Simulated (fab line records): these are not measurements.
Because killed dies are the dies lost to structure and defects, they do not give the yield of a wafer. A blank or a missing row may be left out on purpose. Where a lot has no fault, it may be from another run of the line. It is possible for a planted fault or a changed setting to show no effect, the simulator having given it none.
A struck lot beside a sound one | flow n5 finfet | 26 out of 1938 route steps
Sound: wafers L822.2, L822.3, L822.4. Struck: wafer L814.1. (L814.3, L814.5 of the same lot were not struck and are left out.) The cause comes at the end.
Each step with rows lists, per side, the tool, then ch with its chambers, then its first start. Under that, the readings that differ: sound wafers | struck wafers | difference of the means | sigmas: that difference in standard deviations of wafers without a fault.
alike: same words and numbers on both sides, and readings whose means sit less than 2 such deviations apart. not compared: any withheld reading, any reading some wafer has no value for, any bound like >300 that may hide the same value, and any number with overlapping values for which the record gives no deviation.
The two part at a step that has a row with sigmas, a row that says differs or no value, or rows on one side only. Non-overlapping numbers with no deviation appear without sigmas and do not part them. Lack of a reading on every wafer of one side parts them only where that side has two or more wafers.

first, 9 steps without rows for these wafers: N5_SD_EPI_P_DESCUM_14 (chemistry O2, time 7.9 s); N5_SD_EPI_P_ETCH_36 (etches SiARC in CF4, target depth 45.5 nm, time 75.8 s); N5_SD_EPI_P_ETCH_37 (etches SOC in N2/H2, overetch 108 nm, time 486 s); N5_SD_EPI_P_STRIP_38 (strips in N2/H2); N5_SD_EPI_P_ETCHBACK_46 (etches SiNx in CH3F/O2, stops on SiO2, target depth 17.5 nm); N5_SD_EPI_P_ETCH_47 (etches SiOCN in CH3F/O2, target depth 25 nm); N5_SD_EPI_P_ETCH_16 (etches SiO2 in CHF3/O2, target depth 5 nm); N5_SD_EPI_P_STRIP_50 (strips in CHF3/O2); N5_SD_EPI_P_SD_RECESS_17 (chemistry HBr/Cl2/O2, target depth 39.1 nm, bt time 3 s).
N5_SD_EPI_P_WET_ETCH_45: etches SiO2 in dHF, time 10.7 s, target depth 2 nm, rinse time 30 s.
  sound on wet bench-06 ch 1,3,4, day 8 13:47; struck on wet bench-04 ch 3,6,7, day 6 19:52
then, 12 steps without rows for these wafers: N5_SD_EPI_P_STRIP_40 (strips in N2/H2); N5_SD_EPI_P_PRECLEAN_52 (cleans in O3/DIW, time 60 s); N5_SD_EPI_P_SRD_20 (time 30 s); N5_SD_EPI_P_PRECLEAN_51 (cleans in NF3:NH3, afs cycles 1, time 20 s, sublimation time 60 s); N5_SD_EPI_P_VAPOR_ETCH_44 (etches SiGe30 in NF3/Ar, time 3.3 s); N5_SD_EPI_P_EPI_21 (deposits SiGe:B, time 355 s); N5_SD_EPI_P_HM_STRIP_48 (strips SiNx in H3PO4, material SiNx, target depth 3 nm); N5_SD_EPI_P_SRD_49 (time 30 s); N5_SD_EPI_P_PRECLEAN_24 (cleans in O3/DIW, time 45 s); N5_SD_EPI_P_PRECLEAN_32 (cleans in dHF, time 10 s); N5_SD_EPI_P_PRECLEAN_33 (cleans in SC2, time 45 s); N5_SD_EPI_P_SRD_25 (time 30 s).
N5_SD_EPI_P_INSPECT_26: inspects for defects (darkfield).
  sound on defect inspect-02 at day 8 16:43; struck on defect inspect-01 at day 6 22:57
  reading          | sound       | struck | difference | sigmas
  raw defect count | 175 189 149 | 1071   | +900       | +24
then, 1 step without rows for these wafers: N5_SD_ACTIVATION_RTA_00 (time 0 s).
-- here the record skips 5 days between the struck wafers' starts before and after, leaving off in module SD_ACTIVATION and picking up in module BEOL_M4 (first step shown: number 1111 of the route) --
N5_BEOL_M4_RC_MEAS_101:
  sound on prober-01 ch 0, day 13 15:58; struck on prober-01 ch 0, day 11 12:41
  reading       | sound       | struck | difference | sigmas
  ION_N (uA/um) | 689 675 711 | 659    | -33        | -2
  ION_P (uA/um) | 466 467 477 | 451    | -19        | -2
  VT_N (mV)     | 249 251 246 | 258    | +9         | +3
  alike: DIBL_N, DIBL_P, IOFF_N, IOFF_P, SS_N, SS_P, VT_P
-- record jumps: 5 days separate the struck wafers' starts on either side; left off in module BEOL_M4, taken up again in module PASSIVATION, whose first shown step is the route's number 1936 --
N5_PASSIVATION_PROBE_49:
  rows exist in the record for the struck wafers here (prober-01, day 16 07:53), but not for the sound ones

== WHERE THEY PART ==
Last at N5_PASSIVATION_PROBE_49 as far as this record goes, first at N5_SD_EPI_P_INSPECT_26.

WHY: whatever the simulator had introduced
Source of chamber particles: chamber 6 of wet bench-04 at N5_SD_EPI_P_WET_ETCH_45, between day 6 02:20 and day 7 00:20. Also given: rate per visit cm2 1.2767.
